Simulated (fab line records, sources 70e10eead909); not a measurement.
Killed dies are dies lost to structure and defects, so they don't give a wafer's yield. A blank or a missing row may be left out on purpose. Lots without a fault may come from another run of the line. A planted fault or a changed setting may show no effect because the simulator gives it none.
Which tool did it? | flow nand_harc | 24 lots, 72 wafers sampled, at 6 steps of a route of 1302

WHAT THE GAUGES READ, wafer by wafer
NHARC_P_CONTACT_INSPECT_27. Usual: raw_defect_count 274, standard deviation 130.
lot  | measured     | on                | raw_defect_count | flag
L074 | day 6 08:28  | defect_inspect-02 | 195 177 209      |
L076 | day 6 23:37  | defect_inspect-01 | 282 285 185      |
L075 | day 7 00:14  | defect_inspect-01 | 380 291 524      |
L077 | day 7 06:10  | defect_inspect-01 | 153 317 159      |
L078 | day 7 18:53  | defect_inspect-02 | 115 105 207      |
L079 | day 8 02:14  | defect_inspect-02 | 233 372 337      |
L080 | day 8 09:58  | defect_inspect-02 | 179 279 247      |
L081 | day 8 21:14  | defect_inspect-02 | 145 387 459      |
L082 | day 9 09:56  | defect_inspect-02 | 141 128 192      |
L083 | day 9 17:01  | defect_inspect-02 | 306 208 289      |
L084 | day 10 07:10 | defect_inspect-01 | 473 221 290      |
L085 | day 10 11:10 | defect_inspect-01 | 189 184 260      |
L086 | day 11 00:28 | defect_inspect-02 | 372 453 627      |
L087 | day 11 09:08 | defect_inspect-02 | 413 352 609      |
L088 | day 12 03:17 | defect_inspect-01 | 282 294 227      |
L089 | day 12 03:44 | defect_inspect-01 | 230 157 144      |
L090 | day 12 18:01 | defect_inspect-01 | 155 164 256      |
L091 | day 12 19:07 | defect_inspect-01 | 269 201 199      |
L092 | day 14 03:53 | defect_inspect-02 | 254 249 237      |
L093 | day 14 04:17 | defect_inspect-02 | 916 458 411      |
L094 | day 14 10:20 | defect_inspect-01 | 131 266 275      |
L095 | day 14 22:48 | defect_inspect-01 | 160 307 317      |
L096 | day 15 08:18 | defect_inspect-02 | 173 268 109      |
L097 | day 15 16:23 | defect_inspect-01 | 89 160 139       |

NHARC_P_M0_CD_MEAS_16. Usual: cd_nm 89.8 nm, standard deviation 0.62.
lot  | measured     | on        | cd_nm (nm)     | flag
L074 | day 6 09:52  | cd_sem-03 | 89.8 90.6 90.3 |
L076 | day 7 01:11  | cd_sem-03 | 90.0 90.1 90.7 |
L075 | day 7 01:55  | cd_sem-03 | 90.8 90.8 90.4 |
L077 | day 7 07:35  | cd_sem-03 | 89.6 90.0 89.3 |
L078 | day 7 20:11  | cd_sem-03 | 89.1 89.3 89.7 |
L079 | day 8 03:37  | cd_sem-02 | 89.6 90.8 91.0 |
L080 | day 8 11:21  | cd_sem-02 | 88.9 89.0 88.6 |
L081 | day 8 22:47  | cd_sem-02 | 89.9 90.7 89.5 |
L082 | day 9 11:27  | cd_sem-03 | 89.1 88.6 89.0 |
L083 | day 9 18:25  | cd_sem-01 | 89.8 89.3 90.1 |
L084 | day 10 08:34 | cd_sem-01 | 89.4 89.8 89.4 |
L085 | day 10 12:34 | cd_sem-01 | 89.7 88.5 88.9 |
L086 | day 11 01:52 | cd_sem-03 | 90.1 89.6 90.3 |
L087 | day 11 10:28 | cd_sem-01 | 90.2 89.7 89.9 |
L088 | day 12 04:40 | cd_sem-03 | 89.6 90.2 91.1 |
L089 | day 12 05:08 | cd_sem-02 | 89.8 89.8 89.9 |
L090 | day 12 19:33 | cd_sem-01 | 90.6 89.5 90.1 |
L091 | day 12 20:31 | cd_sem-03 | 89.6 89.7 90.7 |
L092 | day 14 05:17 | cd_sem-03 | 90.9 90.1 90.7 |
L093 | day 14 05:41 | cd_sem-02 | 89.4 89.3 87.9 |
L094 | day 14 11:44 | cd_sem-03 | 89.8 90.6 90.6 |
L095 | day 15 00:04 | cd_sem-02 | 91.0 91.2 89.8 |
L096 | day 15 09:44 | cd_sem-03 | 89.5 88.9 90.1 |
L097 | day 15 17:47 | cd_sem-02 | 90.0 89.1 89.9 |

NHARC_P_M2_INSPECT_11. Usual: raw_defect_count 5, standard deviation 3.6.
lot  | measured     | on                | raw_defect_count | flag
L074 | day 6 17:41  | defect_inspect-01 | 11 14 8          |
L076 | day 7 09:13  | defect_inspect-01 | 3 5 2            |
L075 | day 7 09:50  | defect_inspect-01 | 9 7 5            |
L077 | day 7 15:13  | defect_inspect-02 | 5 6 4            |
L078 | day 8 04:05  | defect_inspect-01 | 4 6 4            |
L079 | day 8 11:26  | defect_inspect-02 | 3 8 5            |
L080 | day 8 19:07  | defect_inspect-01 | 0 4 1            |
L081 | day 9 06:31  | defect_inspect-02 | 4 2 1            |
L082 | day 9 19:05  | defect_inspect-02 | 0 3 4            |
L083 | day 10 02:17 | defect_inspect-02 | 13 7 17          |
L084 | day 10 16:30 | defect_inspect-02 | 4 3 3            |
L085 | day 10 20:35 | defect_inspect-02 | 3 3 5            |
L086 | day 11 10:08 | defect_inspect-02 | 3 1 4            |
L087 | day 11 18:23 | defect_inspect-02 | 2 5 4            |
L088 | day 12 12:23 | defect_inspect-01 | 0 2 1            |
L089 | day 12 13:33 | defect_inspect-01 | 3 4 0            |
L090 | day 13 03:17 | defect_inspect-02 | 1 3 2            |
L091 | day 13 04:17 | defect_inspect-02 | 14 4 6           |
L092 | day 14 13:08 | defect_inspect-01 | 8 12 8           |
L093 | day 14 13:35 | defect_inspect-02 | 7 4 3            |
L094 | day 14 19:20 | defect_inspect-02 | 8 2 6            |
L095 | day 15 07:55 | defect_inspect-01 | 4 3 2            |
L096 | day 15 17:29 | defect_inspect-02 | 0 6 6            |
L097 | day 16 01:33 | defect_inspect-02 | 2 0 2            |

WHICH TOOL RAN EACH LOT (tool, then ch and the chambers of the sampled wafers, then the start)
lot  | NHARC_P_M1_ETCH_35                 | NHARC_P_M1_STRIP_18                | NHARC_P_M1_PRE_CLEAN_32
L074 | rie_diel-07 ch 0,2, day 6 13:41    | rie_diel-09 ch 0,2,3, day 6 14:02  | pecvd-04 ch 0,1, day 6 16:22
L076 | rie_diel-07 ch 0,1, day 7 05:07    | rie_diel-07 ch 0,1,2, day 7 05:26  | pecvd-02 ch 0,1, day 7 07:46
L075 | rie_diel-07 ch 0,1,2, day 7 05:53  | rie_diel-07 ch 0,2, day 7 06:16    | pecvd-02 ch 0,2, day 7 08:34
L077 | rie_diel-09 ch 2,3, day 7 11:19    | rie_diel-01 ch 1,2,3, day 7 11:41  | pecvd-02 ch 0,1,2, day 7 13:54
L078 | rie_diel-09 ch 0,1,2, day 8 00:05  | rie_diel-07 ch 0,1,2, day 8 00:23  | pecvd-01 ch 0,1,2, day 8 02:38
L079 | rie_diel-09 ch 1,2,3, day 8 07:24  | rie_diel-09 ch 1,2,3, day 8 07:41  | pecvd-01 ch 0,1,2, day 8 10:07
L080 | rie_diel-07 ch 0,2, day 8 15:05    | rie_diel-09 ch 1,2,3, day 8 15:28  | pecvd-02 ch 0,1, day 8 17:42
L081 | rie_diel-07 ch 0,1,2, day 9 02:40  | rie_diel-09 ch 1,2, day 9 02:57    | pecvd-02 ch 0,1,2, day 9 05:13
L082 | rie_diel-09 ch 1,2, day 9 15:11    | rie_diel-07 ch 2,3, day 9 15:29    | pecvd-01 ch 0,1, day 9 17:45
L083 | rie_diel-07 ch 1,2,3, day 9 22:16  | rie_diel-01 ch 0,1,3, day 9 22:36  | pecvd-01 ch 1,2, day 10 00:52
L084 | rie_diel-07 ch 1,2, day 10 12:31   | rie_diel-01 ch 1,2, day 10 12:49   | pecvd-01 ch 1,2, day 10 15:08
L085 | rie_diel-07 ch 0,2,3, day 10 16:27 | rie_diel-09 ch 1,2,3, day 10 16:45 | pecvd-04 ch 1,2, day 10 19:02
L086 | rie_diel-07 ch 1,2, day 11 06:01   | rie_diel-09 ch 1,2, day 11 06:18   | pecvd-02 ch 0,1,2, day 11 08:42
L087 | rie_diel-09 ch 0,1,2, day 11 14:23 | rie_diel-07 ch 0,2,3, day 11 14:44 | pecvd-04 ch 0,2, day 11 16:56
L088 | rie_diel-07 ch 1,2,3, day 12 08:30 | rie_diel-09 ch 0,2,3, day 12 08:47 | pecvd-01 ch 0,1,2, day 12 11:04
L089 | rie_diel-07 ch 1,2, day 12 09:00   | rie_diel-09 ch 0,3, day 12 09:17   | pecvd-01 ch 0,1,2, day 12 12:08
L090 | rie_diel-07 ch 0,1,2, day 12 23:16 | rie_diel-09 ch 1,2,3, day 12 23:36 | pecvd-04 ch 1,2, day 13 01:50
L091 | rie_diel-01 ch 0,1,2, day 13 00:14 | rie_diel-01 ch 0,1,3, day 13 00:34 | pecvd-02 ch 1,2, day 13 02:49
L092 | rie_diel-07 ch 1,2,3, day 14 09:08 | rie_diel-07 ch 1,2,3, day 14 09:28 | pecvd-04 ch 0,1,2, day 14 11:45
L093 | rie_diel-07 ch 2,3, day 14 09:39   | rie_diel-07 ch 0,1,2, day 14 09:59 | pecvd-02 ch 0,1,2, day 14 12:17
L094 | rie_diel-07 ch 0,1,3, day 14 15:26 | rie_diel-07 ch 0,1,3, day 14 15:44 | pecvd-02 ch 0,1,2, day 14 18:01
L095 | rie_diel-07 ch 0,1,2, day 15 03:56 | rie_diel-07 ch 1,2,3, day 15 04:17 | pecvd-01 ch 0,2, day 15 06:29
L096 | rie_diel-07 ch 0,3, day 15 13:29   | rie_diel-09 ch 2,3, day 15 13:46   | pecvd-04 ch 0,1, day 15 16:02
L097 | rie_diel-09 ch 0,1,3, day 15 21:29 | rie_diel-01 ch 1,2, day 15 21:47   | pecvd-01 ch 0,1, day 16 00:07
- NHARC_P_M1_ETCH_35: etches the open film in N2/H2, target depth 40 nm, overetch 12 nm, time 43.94 s.
- NHARC_P_M1_STRIP_18: strips in N2/H2.
- NHARC_P_M1_PRE_CLEAN_32: time 12 s.

WHAT THE TOOLS THEMSELVES READ (means of the sampled wafers that have a number; where no wafer has one, the mark that the record gives instead)
NHARC_P_M1_ETCH_35. Usual: drypump_motor_current_A 5.8 A, standard deviation 0.45; oes_product_au 0.997 a.u., standard deviation 0.0076; rf_vpp_V 429.7 V, standard deviation 1.7; showerhead_plenum_p_Torr 2.02 Torr, standard deviation 0.053; throttle_valve_pct 14.173 %, standard deviation 0.0089.
lot  | tool        | drypump_motor_current_A (A) | oes_product_au (a.u.) | rf_vpp_V (V) | showerhead_plenum_p_Torr (Torr) | throttle_valve_pct (%) | flag
L074 | rie_diel-07 | 5.6                         | 1.000                 | 429.7        | 2.03                            | 14.181                 |
L076 | rie_diel-07 | 6.2                         | 0.995                 | 429.8        | 2.02                            | 14.177                 |
L075 | rie_diel-07 | 5.9                         | 1.002                 | 430.2        | 2.03                            | 14.181                 |
L077 | rie_diel-09 | 6.1                         | 1.011                 | 426.6        | 1.93                            | 14.177                 |
L078 | rie_diel-09 | 6.0                         | 1.003                 | 429.2        | 2.02                            | 14.172                 |
L079 | rie_diel-09 | 6.1                         | 1.004                 | 428.8        | 1.99                            | 14.172                 |
L080 | rie_diel-07 | 5.6                         | 0.989                 | 430.0        | 2.03                            | 14.179                 |
L081 | rie_diel-07 | 5.9                         | 0.995                 | 430.6        | 2.03                            | 14.164                 |
L082 | rie_diel-09 | 6.2                         | 0.996                 | 430.4        | 2.04                            | 14.184                 |
L083 | rie_diel-07 | 5.7                         | 0.995                 | 429.8        | 2.02                            | 14.173                 |
L084 | rie_diel-07 | 6.1                         | 0.995                 | 429.5        | 2.03                            | 14.171                 |
L085 | rie_diel-07 | 5.5                         | 1.001                 | 430.4        | 2.02                            | 14.177                 |
L086 | rie_diel-07 | 5.8                         | 0.993                 | 430.8        | 2.05                            | 14.172                 |
L087 | rie_diel-09 | 6.0                         | 1.003                 | 429.9        | 2.02                            | 14.169                 |
L088 | rie_diel-07 | 5.7                         | 0.990                 | 429.8        | 2.02                            | 14.179                 |
L089 | rie_diel-07 | 6.1                         | 0.998                 | 430.5        | 2.03                            | 14.167                 |
L090 | rie_diel-07 | 5.9                         | 0.993                 | 430.2        | 2.03                            | 14.168                 |
L091 | rie_diel-01 | 5.6                         | 1.005                 | 431.5        | 2.10                            | 14.179                 |
L092 | rie_diel-07 | 5.7                         | 0.995                 | 429.5        | 2.02                            | 14.168                 |
L093 | rie_diel-07 | 5.4                         | 0.999                 | 430.0        | 2.03                            | 14.160                 |
L094 | rie_diel-07 | 5.8                         | 0.995                 | 429.7        | 2.00                            | 14.173                 |
L095 | rie_diel-07 | 5.9                         | 0.998                 | 429.7        | 2.02                            | 14.166                 |
L096 | rie_diel-07 | 5.4                         | 0.992                 | 428.7        | 1.99                            | 14.175                 |
L097 | rie_diel-09 | 5.8                         | 1.000                 | 429.7        | 2.02                            | 14.179                 |

NHARC_P_M1_STRIP_18. Usual: drypump_motor_current_A 5.8 A, standard deviation 0.42; oes_product_au 0.999 a.u., standard deviation 0.0065; rf_vpp_V 90.6 V, standard deviation 0.92; showerhead_plenum_p_Torr 2.02 Torr, standard deviation 0.081; throttle_valve_pct 14.170 %, standard deviation 0.0091.
lot  | tool        | drypump_motor_current_A (A) | oes_product_au (a.u.) | rf_vpp_V (V) | showerhead_plenum_p_Torr (Torr) | throttle_valve_pct (%) | flag
L074 | rie_diel-09 | 5.8                         | 1.001                 | 90.3         | 1.97                            | 14.167                 |
L076 | rie_diel-07 | 5.9                         | 0.999                 | 90.2         | 2.03                            | 14.181                 |
L075 | rie_diel-07 | 5.5                         | 0.992                 | 91.4         | 2.04                            | 14.178                 |
L077 | rie_diel-01 | 6.0                         | 0.996                 | 90.9         | 2.03                            | 14.168                 |
L078 | rie_diel-07 | 5.9                         | 0.993                 | 89.9         | 2.03                            | 14.167                 |
L079 | rie_diel-09 | 6.1                         | 1.007                 | 90.2         | 1.99                            | 14.169                 |
L080 | rie_diel-09 | 6.0                         | 0.999                 | 91.1         | 1.98                            | 14.177                 |
L081 | rie_diel-09 | 6.3                         | 1.006                 | 91.4         | 1.98                            | 14.169                 |
L082 | rie_diel-07 | 5.4                         | 0.993                 | 91.9         | 2.03                            | 14.179                 |
L083 | rie_diel-01 | 5.8                         | 1.006                 | 90.6         | 2.04                            | 14.175                 |
L084 | rie_diel-01 | 5.6                         | 0.998                 | 90.1         | 2.00                            | 14.166                 |
L085 | rie_diel-09 | 6.1                         | 1.002                 | 90.8         | 1.98                            | 14.167                 |
L086 | rie_diel-09 | 6.3                         | 1.004                 | 90.5         | 1.98                            | 14.171                 |
L087 | rie_diel-07 | 5.5                         | 0.995                 | 90.1         | 2.02                            | 14.173                 |
L088 | rie_diel-09 | 5.8                         | 1.001                 | 90.4         | 1.97                            | 14.179                 |
L089 | rie_diel-09 | 5.6                         | 1.006                 | 89.8         | 2.01                            | 14.169                 |
L090 | rie_diel-09 | 6.1                         | 1.002                 | 90.5         | 1.98                            | 14.181                 |
L091 | rie_diel-01 | 5.9                         | 1.000                 | 90.7         | 2.03                            | 14.169                 |
L092 | rie_diel-07 | 5.7                         | 1.003                 | 90.4         | 2.02                            | 14.169                 |
L093 | rie_diel-07 | 5.8                         | 0.994                 | 90.9         | 2.02                            | 14.170                 |
L094 | rie_diel-07 | 5.8                         | 0.994                 | 90.7         | 2.00                            | 14.172                 |
L095 | rie_diel-07 | 5.7                         | 1.001                 | 90.8         | 2.01                            | 14.167                 |
L096 | rie_diel-09 | 6.1                         | 0.996                 | 90.1         | 1.93                            | 14.164                 |
L097 | rie_diel-01 | 5.7                         | 0.991                 | 90.7         | 1.99                            | 14.165                 |

NHARC_P_M1_PRE_CLEAN_32. Usual: heater_power_w 626 W, standard deviation 56.
lot  | tool     | heater_power_w (W) | flag
L074 | pecvd-04 | 524                |
L076 | pecvd-02 | 611                |
L075 | pecvd-02 | 602                |
L077 | pecvd-02 | 637                |
L078 | pecvd-01 | 607                |
L079 | pecvd-01 | 682                |
L080 | pecvd-02 | 600                |
L081 | pecvd-02 | 620                |
L082 | pecvd-01 | 706                |
L083 | pecvd-01 | 659                |
L084 | pecvd-01 | 688                |
L085 | pecvd-04 | 520                |
L086 | pecvd-02 | 643                |
L087 | pecvd-04 | 596                |
L088 | pecvd-01 | 643                |
L089 | pecvd-01 | 697                |
L090 | pecvd-04 | 567                |
L091 | pecvd-02 | 587                |
L092 | pecvd-04 | 596                |
L093 | pecvd-02 | 623                |
L094 | pecvd-02 | 659                |
L095 | pecvd-01 | 705                |
L096 | pecvd-04 | 518                |
L097 | pecvd-01 | 654                |

THE ANSWER, worked out from the rows above alone
Rule: a lot is off if the mean of its wafers that have a number lies more than 3 standard deviations from the usual mean. A lot without any number at a reading at which 4 lots or more have one is off too. The other lots that the step has rows for count as sound. The gauges are gone through in route order, then the tools' own readings, and for those a lot's mean is taken as printed above. The first step at which some lot is off is used, and at that step the reading that is off furthest; a lot without a number counts as furthest.
No lot is off at any reading shown: from this, nothing can be told.

WHAT THE SIMULATOR HAD PUT IN
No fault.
